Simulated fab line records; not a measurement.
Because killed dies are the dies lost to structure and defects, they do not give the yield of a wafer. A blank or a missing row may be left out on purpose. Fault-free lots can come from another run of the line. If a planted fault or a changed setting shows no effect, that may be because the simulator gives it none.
Struck lot and sound lot, side by side	flow nandHarc	40 steps out of a route of 1302
Sound: these wafers, L507.2, L507.4, L507.5. Struck: wafer L499.4. (L499.3, L499.6 of the same lot were not struck and are left out.) The cause comes at the end.
Order at every step that has rows: each side's tool, ch and its chambers, its first start. Under that, the readings that differ: sound wafers	struck wafers	difference of the means	sigmas: that difference in standard deviations of wafers without a fault.
alike: same words and numbers on both sides, and readings whose means sit less than 2 such deviations apart. not compared: any withheld reading, any reading some wafer has no value for, any bound like >300 that may hide the same value, and any number with overlapping values for which the record gives no deviation.
Wherever a step has rows on one side only, a row that says differs or no value, or a row with sigmas, the two part there. Numbers that don't overlap but have no deviation are shown without sigmas and don't part them. Lack of a reading on every wafer of one side parts them only where that side has two or more wafers.

first, 1 step without rows for these wafers: NHARC_P_M1_DEVELOP_08 (develop time 35 s).
NHARC_P_M1_CD_MEAS_09: target cd 130 nm.
  sound on cdSem-02 ch 0, day 14 13:28; struck on cdSem-02 ch 0, day 11 07:15
  alike: cdNm
NHARC_P_M1_OVL_MEAS_10: pitch 260 nm.
  sound on overlay-01, day 14 13:33; struck on overlay-01, day 11 07:20
reading	sound	struck	difference	sigmas
overlayXNm (nm)	-0.2 0.1 -0.2	2.2	+2.3	+2
  alike: overlayYNm
NHARC_P_M1_INSPECT_11:
  sound on defectInspect-02, day 14 13:35; struck on defectInspect-01, day 11 07:22
  alike: rawDefectCount
then, 1 step without rows for these wafers: NHARC_P_M1_DESCUM_14 (chemistry O2, time 3 s).
NHARC_P_M1_ETCH_35: etches the open film in N2/H2, target depth 40 nm, overetch 12 nm, time 43.94 s.
  sound on rieDiel-08 ch 0,2,3, day 14 13:44; struck on rieDiel-06 ch 2, day 11 07:31
  alike: drypumpMotorCurrentA, oesProductAu, rfVppV, showerheadPlenumPTorr, throttleValvePct
  not compared: rfHoursCounterH
then, 1 step without rows for these wafers: NHARC_P_M1_ETCH_15 (etches the open film in C4F8/Ar, target depth 182.5 nm, time 91.2 s).
NHARC_P_M1_CD_MEAS_16:
  sound on cdSem-01, day 14 13:57; struck on cdSem-03, day 11 07:44
  alike: cdNm
then, 4 steps without rows for these wafers: NHARC_P_M1_STRIP_18 (strips in N2/H2); NHARC_P_M1_ETCH_28 (etches the open film in CF4/N2, target depth 30 nm, time 72.99 s); NHARC_P_M1_STRIP_19 (strips in post etch residue remover, time 600 s); NHARC_P_M1_DEGAS_29 (time 60 s).
NHARC_P_M1_PRE_CLEAN_30: time 30 s.
  sound on pvdSputter-02, day 14 14:44; struck on pvdSputter-03, day 11 08:32
  alike: heaterPowerW
then, 4 steps without rows for these wafers: NHARC_P_M1_PVD_20 (deposits TaN, target thk 5 nm, time 8.06 s); NHARC_P_M1_PVD_21 (deposits Cu, target thk 30 nm, time 20.49 s); NHARC_P_M1_ECD_22 (material Cu, target thk 400 nm); NHARC_P_M1_ANNEAL_31 (time 90 s).
NHARC_P_M1_CMP_23: polishes, t overpolish 20 s, target thk 157.82 nm.
  sound on cmp-03 ch 0,1,2, day 14 15:56; struck on cmp-03 ch 3, day 11 09:38
  alike: motorCurrentA, timeToEndpointS
NHARC_P_M1_THK_MEAS_24: measures by xrf.
  sound on filmMetro-01, day 14 16:15; struck on filmMetro-01, day 11 09:56
  alike: thkNm
then, 1 step without rows for these wafers: NHARC_P_M1_SRD_25.
NHARC_P_M1_PRE_CLEAN_32: time 12 s.
  sound on pecvd-01 ch 1,2, day 14 16:29; struck on pecvd-01 ch 0, day 11 10:10
  alike: heaterPowerW
NHARC_P_M1_DEP_33: deposits SiCN, target thk 30 nm.
  sound on pecvd-01 ch 1,2, day 14 16:39; struck on pecvd-01 ch 0, day 11 10:14
reading	sound	struck	difference	sigmas
chamberPressureTorr (Torr)	3.002 3.008 3.010	2.991	-0.016	-2
  alike: heaterPowerW
then, 10 steps without rows for these wafers: NHARC_P_M2_DEP_00 (deposits SiOC, target thk 182.5 nm); NHARC_P_M2_DEHYDRATE_01 (time 120 s); NHARC_P_M2_HMDS_02 (time 30 s); NHARC_P_M2_COAT_34 (time 65 s); NHARC_P_M2_COAT_03 (resist thk 90 nm); NHARC_P_M2_SOFTBAKE_04 (time 55 s); NHARC_P_M2_EBR_05; NHARC_P_M2_EXPOSE_06 (exposes mask P M2, target cd 170 nm); NHARC_P_M2_PEB_07 (peb time 65 s); NHARC_P_M2_DEVELOP_08 (develop time 35 s).
NHARC_P_M2_CD_MEAS_09: target cd 170 nm.
  sound on cdSem-03 ch 0, day 14 17:58; struck on cdSem-02 ch 0, day 11 11:30
  alike: cdNm
NHARC_P_M2_OVL_MEAS_10: pitch 340 nm.
  sound on overlay-02, day 14 18:03; struck on overlay-02, day 11 11:35
  alike: overlayXNm, overlayYNm
NHARC_P_M2_DESCUM_14: chemistry O2, time 3 s.
  sound on rieDiel-01 ch 0,2,3, day 14 18:10; struck on rieDiel-01 ch 2, day 11 11:41
  alike: drypumpMotorCurrentA, oesProductAu, rfVppV, showerheadPlenumPTorr, throttleValvePct
  not compared: rfHoursCounterH
then, 2 steps without rows for these wafers: NHARC_P_M2_ETCH_35 (etches the open film in N2/H2, target depth 40 nm, overetch 12 nm, time 43.94 s); NHARC_P_M2_ETCH_15 (etches the open film in C4F8/Ar, target depth 182.5 nm, time 91.2 s).
NHARC_P_M2_CD_MEAS_16:
  sound on cdSem-03, day 14 18:28; struck on cdSem-01, day 11 11:59
  alike: cdNm
then, 1 step without rows for these wafers: NHARC_P_M2_STRIP_18 (strips in N2/H2).
-- break in the record here, with 18 days between the starts of the struck wafers on either side (left off in module P_M2, picked up again in module END, where the first step shown is number 1302 on the route) --
NHARC_END_SORT_01:
  the record has rows for the struck wafers here (prober-01 ch 0, day 29 21:05) and none for the sound ones

== WHERE THEY PART ==
Earliest at NHARC_P_M1_OVL_MEAS_10; latest, in this record, at NHARC_END_SORT_01.

WHY: the cause the simulator had injected
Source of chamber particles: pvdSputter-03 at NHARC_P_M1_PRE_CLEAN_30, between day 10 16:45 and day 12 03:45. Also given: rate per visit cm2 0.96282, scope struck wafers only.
